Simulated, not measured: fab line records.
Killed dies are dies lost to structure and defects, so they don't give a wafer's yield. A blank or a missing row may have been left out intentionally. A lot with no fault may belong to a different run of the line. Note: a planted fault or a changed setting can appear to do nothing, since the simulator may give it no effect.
Matching of chambers || flow n5-finfet || 4 sister chambers for N5_GATE_CUT_ETCH_37 on rie-diel-02
The step etches SOC in N2/H2, target depth 60 nm, overetch 12 nm, time 90 s. 24 wafers are shown with their chamber, then 12 later ones without.

== WAFERS WITH THEIR CHAMBER ==
{"wafer": "L074.2", "chamber": 2, "drypump-motor-current-A (A)": 5.0, "showerhead-plenum-p-Torr (Torr)": 2.54, "throttle-valve-pct (%)": 17.70}
{"wafer": "L074.3", "chamber": 1, "drypump-motor-current-A (A)": 6.2, "showerhead-plenum-p-Torr (Torr)": 2.61, "throttle-valve-pct (%)": 17.60}
{"wafer": "L074.4", "chamber": 3, "drypump-motor-current-A (A)": 5.9, "showerhead-plenum-p-Torr (Torr)": 2.45, "throttle-valve-pct (%)": 17.95}
{"wafer": "L079.1", "chamber": 3, "drypump-motor-current-A (A)": 5.9, "showerhead-plenum-p-Torr (Torr)": 2.44, "throttle-valve-pct (%)": 17.98}
{"wafer": "L079.2", "chamber": 2, "drypump-motor-current-A (A)": 5.0, "showerhead-plenum-p-Torr (Torr)": 2.53, "throttle-valve-pct (%)": 17.73}
{"wafer": "L079.3", "chamber": 0, "drypump-motor-current-A (A)": 5.7, "showerhead-plenum-p-Torr (Torr)": 2.54, "throttle-valve-pct (%)": 17.67}
{"wafer": "L079.4", "chamber": 0, "drypump-motor-current-A (A)": 5.7, "showerhead-plenum-p-Torr (Torr)": 2.54, "throttle-valve-pct (%)": 17.65}
{"wafer": "L079.5", "chamber": 3, "drypump-motor-current-A (A)": 5.9, "showerhead-plenum-p-Torr (Torr)": 2.44, "throttle-valve-pct (%)": 17.99}
{"wafer": "L079.6", "chamber": 2, "drypump-motor-current-A (A)": 5.0, "showerhead-plenum-p-Torr (Torr)": 2.53, "throttle-valve-pct (%)": 17.73}
{"wafer": "L084.3", "chamber": 2, "drypump-motor-current-A (A)": 5.0, "showerhead-plenum-p-Torr (Torr)": 2.53, "throttle-valve-pct (%)": 17.75}
{"wafer": "L084.5", "chamber": 2, "drypump-motor-current-A (A)": 5.0, "showerhead-plenum-p-Torr (Torr)": 2.53, "throttle-valve-pct (%)": 17.73}
{"wafer": "L084.6", "chamber": 1, "drypump-motor-current-A (A)": 6.2, "showerhead-plenum-p-Torr (Torr)": 2.61, "throttle-valve-pct (%)": 17.62}
{"wafer": "L085.1", "chamber": 0, "drypump-motor-current-A (A)": 5.8, "showerhead-plenum-p-Torr (Torr)": 2.53, "throttle-valve-pct (%)": 17.68}
{"wafer": "L085.2", "chamber": 3, "drypump-motor-current-A (A)": 5.9, "showerhead-plenum-p-Torr (Torr)": 2.44, "throttle-valve-pct (%)": 17.99}
{"wafer": "L085.5", "chamber": 1, "drypump-motor-current-A (A)": 6.2, "showerhead-plenum-p-Torr (Torr)": 2.61, "throttle-valve-pct (%)": 17.63}
{"wafer": "L086.1", "chamber": 2, "drypump-motor-current-A (A)": 4.9, "showerhead-plenum-p-Torr (Torr)": 2.53, "throttle-valve-pct (%)": 17.76}
{"wafer": "L086.3", "chamber": 1, "drypump-motor-current-A (A)": 6.2, "showerhead-plenum-p-Torr (Torr)": 2.60, "throttle-valve-pct (%)": 17.63}
{"wafer": "L086.4", "chamber": 0, "drypump-motor-current-A (A)": 5.8, "showerhead-plenum-p-Torr (Torr)": 2.53, "throttle-valve-pct (%)": 17.69}
{"wafer": "L091.1", "chamber": 3, "drypump-motor-current-A (A)": 5.9, "showerhead-plenum-p-Torr (Torr)": 2.43, "throttle-valve-pct (%)": 18.02}
{"wafer": "L091.2", "chamber": 0, "drypump-motor-current-A (A)": 5.8, "showerhead-plenum-p-Torr (Torr)": 2.53, "throttle-valve-pct (%)": 17.71}
{"wafer": "L091.3", "chamber": 1, "drypump-motor-current-A (A)": 6.2, "showerhead-plenum-p-Torr (Torr)": 2.60, "throttle-valve-pct (%)": 17.64}
{"wafer": "L091.4", "chamber": 3, "drypump-motor-current-A (A)": 5.9, "showerhead-plenum-p-Torr (Torr)": 2.43, "throttle-valve-pct (%)": 18.02}
{"wafer": "L091.5", "chamber": 0, "drypump-motor-current-A (A)": 5.8, "showerhead-plenum-p-Torr (Torr)": 2.53, "throttle-valve-pct (%)": 17.70}
{"wafer": "L091.6", "chamber": 1, "drypump-motor-current-A (A)": 6.2, "showerhead-plenum-p-Torr (Torr)": 2.60, "throttle-valve-pct (%)": 17.63}

SIGNATURES (means of the wafers above)
{"reading": "drypump-motor-current-A", "chamber 0": 5.767, "chamber 1": 6.200, "chamber 2": 4.983, "chamber 3": 5.900, "scatter within a chamber": 0.0329}
{"reading": "showerhead-plenum-p-Torr", "chamber 0": 2.5333, "chamber 1": 2.6050, "chamber 2": 2.5317, "chamber 3": 2.4383, "scatter within a chamber": 0.0057}
{"reading": "throttle-valve-pct", "chamber 0": 17.6833, "chamber 1": 17.6250, "chamber 2": 17.7333, "chamber 3": 17.9917, "scatter within a chamber": 0.0211}
Rule: for each reading, subtract the chamber's mean from the wafer's reading, divide by that reading's scatter and square the result; add these up over the readings and take the root, which gives the wafer's distance from the chamber. If the next closest chamber is less than 2 further off than the closest, the wafer can't be placed; otherwise it belongs to the closest. How the scatter is found: for the shown wafers, subtract from each reading the mean of its chamber, square and add these, divide the total by (wafers less chambers), then take the root.

== WAFERS WHOSE CHAMBER IS MISSING ==
{"wafer": "L095.2", "drypump-motor-current-A (A)": 5.7, "showerhead-plenum-p-Torr (Torr)": 2.53, "throttle-valve-pct (%)": 17.72}
{"wafer": "L095.3", "drypump-motor-current-A (A)": 6.1, "showerhead-plenum-p-Torr (Torr)": 2.60, "throttle-valve-pct (%)": 17.66}
{"wafer": "L095.5", "drypump-motor-current-A (A)": 5.9, "showerhead-plenum-p-Torr (Torr)": 2.43, "throttle-valve-pct (%)": 18.03}
{"wafer": "L096.2", "drypump-motor-current-A (A)": 6.2, "showerhead-plenum-p-Torr (Torr)": 2.60, "throttle-valve-pct (%)": 17.66}
{"wafer": "L096.4", "drypump-motor-current-A (A)": 5.9, "showerhead-plenum-p-Torr (Torr)": 2.43, "throttle-valve-pct (%)": 18.03}
{"wafer": "L096.6", "drypump-motor-current-A (A)": 5.7, "showerhead-plenum-p-Torr (Torr)": 2.53, "throttle-valve-pct (%)": 17.72}
{"wafer": "L097.1", "drypump-motor-current-A (A)": 5.9, "showerhead-plenum-p-Torr (Torr)": 2.43, "throttle-valve-pct (%)": 18.02}
{"wafer": "L097.2", "drypump-motor-current-A (A)": 5.7, "showerhead-plenum-p-Torr (Torr)": 2.52, "throttle-valve-pct (%)": 17.73}
{"wafer": "L097.3", "drypump-motor-current-A (A)": 6.1, "showerhead-plenum-p-Torr (Torr)": 2.60, "throttle-valve-pct (%)": 17.65}
{"wafer": "L097.4", "drypump-motor-current-A (A)": 5.0, "showerhead-plenum-p-Torr (Torr)": 2.52, "throttle-valve-pct (%)": 17.78}
{"wafer": "L097.5", "drypump-motor-current-A (A)": 5.9, "showerhead-plenum-p-Torr (Torr)": 2.43, "throttle-valve-pct (%)": 18.03}
{"wafer": "L097.6", "drypump-motor-current-A (A)": 5.7, "showerhead-plenum-p-Torr (Torr)": 2.52, "throttle-valve-pct (%)": 17.72}

== WHICH CHAMBER EACH ONE RAN IN ==
{"wafer": "L095.2", "from the rows above": 0, "in truth": 0}
{"wafer": "L095.3", "from the rows above": 1, "in truth": 1}
{"wafer": "L095.5", "from the rows above": 3, "in truth": 3}
{"wafer": "L096.2", "from the rows above": 1, "in truth": 1}
{"wafer": "L096.4", "from the rows above": 3, "in truth": 3}
{"wafer": "L096.6", "from the rows above": 0, "in truth": 0}
{"wafer": "L097.1", "from the rows above": 3, "in truth": 3}
{"wafer": "L097.2", "from the rows above": 0, "in truth": 0}
{"wafer": "L097.3", "from the rows above": 1, "in truth": 1}
{"wafer": "L097.4", "from the rows above": 2, "in truth": 2}
{"wafer": "L097.5", "from the rows above": 3, "in truth": 3}
{"wafer": "L097.6", "from the rows above": 0, "in truth": 0}
Correctly placed: 12 of 12. Number that these rows cannot place: 0. Placed wrongly: 0.
